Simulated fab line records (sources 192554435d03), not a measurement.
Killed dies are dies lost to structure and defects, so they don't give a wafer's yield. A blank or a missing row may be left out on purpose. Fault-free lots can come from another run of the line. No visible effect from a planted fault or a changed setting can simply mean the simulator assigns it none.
2 desks, one fault || flow n5Finfet || every desk sees just its own numbers, and what lay behind them comes last

## THE TOOL OWNER'S DESK: lithoTrack-05
The tool's own readings at N5_BEOL_M0_SAQP_COAT_81 (time 60 s, resist thk 100 nm): means of the sampled wafers that have a number, for each lot that ran on this tool. The brackets show how far a lot's mean lies from the usual mean; more than 4 standard deviations puts the lot out of limits, marked OUT.
Columns: A = exhaustPa at N5_BEOL_M0_SAQP_COAT_81, usual 45.3 Pa; B = spinSpeedRpm at N5_BEOL_M0_SAQP_COAT_81, usual 1500.1 rpm
{"lot": "L551", "first seen here": "day 6 01:49", "A": 44.7, "B": 1499.8}
{"lot": "L561", "first seen here": "day 8 10:53", "A": 44.8, "B": "1580.4 (+87) OUT"}
{"lot": "L563", "first seen here": "day 8 23:46", "A": 45.9, "B": "1579.4 (+86) OUT"}
Finding of this desk: L561, L563 out of limits; the first was L561 at day 8 10:53, on spinSpeedRpm at N5_BEOL_M0_SAQP_COAT_81. Within limits: L551.

## AT THE METROLOGY DESK
Means of the sampled wafers that have a number, per lot and without regard to the tool the lot ran on: this is what the gauges read. The brackets show how far a lot's mean lies from the usual mean; more than 4 standard deviations puts the lot out of limits, marked OUT. Of its 10 readings 7 are shown: those that lie furthest out on some lot.
Columns: A = DIBL_P at N5_BEOL_M4_RC_MEAS_101, usual 36.4 mV/V; B = IOFF_N at N5_BEOL_M4_RC_MEAS_101, usual 0.164 nA/um; C = IOFF_P at N5_BEOL_M4_RC_MEAS_101, usual 0.214 nA/um; D = ION_N at N5_BEOL_M4_RC_MEAS_101, usual 675 uA/um; E = ION_P at N5_BEOL_M4_RC_MEAS_101, usual 463 uA/um; F = SS_N at N5_BEOL_M4_RC_MEAS_101, usual 71.5 mV/dec; G = VT_P at N5_BEOL_M4_RC_MEAS_101, usual -250.1 mV
{"lot": "L551", "first seen here": "day 8 11:58", "A": 37.2, "B": 0.170, "C": 0.221, "D": 685, "E": 469, "F": 72.0, "G": -251.8}
{"lot": "L561", "first seen here": "day 11 01:21", "A": 36.3, "B": 0.148, "C": 0.190, "D": 667, "E": 458, "F": 71.7, "G": -252.7}
{"lot": "L563", "first seen here": "day 11 03:47", "A": 38.8, "B": 0.187, "C": 0.239, "D": 675, "E": 466, "F": 71.9, "G": -247.2}
{"lot": "L571", "first seen here": "day 13 16:10", "A": 37.5, "B": 0.163, "C": 0.229, "D": 676, "E": 465, "F": 71.5, "G": -248.5}
This desk's finding: nothing out of limits on any of the 4 lots.

## TAKEN TOGETHER
The tool owner's desk had the chance to raise an alarm at day 8 10:53 on L561, L563.
Nothing out of limits was seen by the metrology desk.
The metrology desk has L561, L563 on record, within its limits.
The lots listed all ran N5_BEOL_M0_SAQP_COAT_81 on lithoTrack-05.

## WHAT HAD BEEN PUT IN BY THE SIMULATOR
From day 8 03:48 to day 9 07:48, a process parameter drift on lithoTrack-05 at N5_BEOL_M0_SAQP_COAT_81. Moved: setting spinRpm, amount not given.
Struck lots among those shown: L561, L563.
Each desk's first reading out of limits, in hours after the fault started: the tool owner's desk, 7.
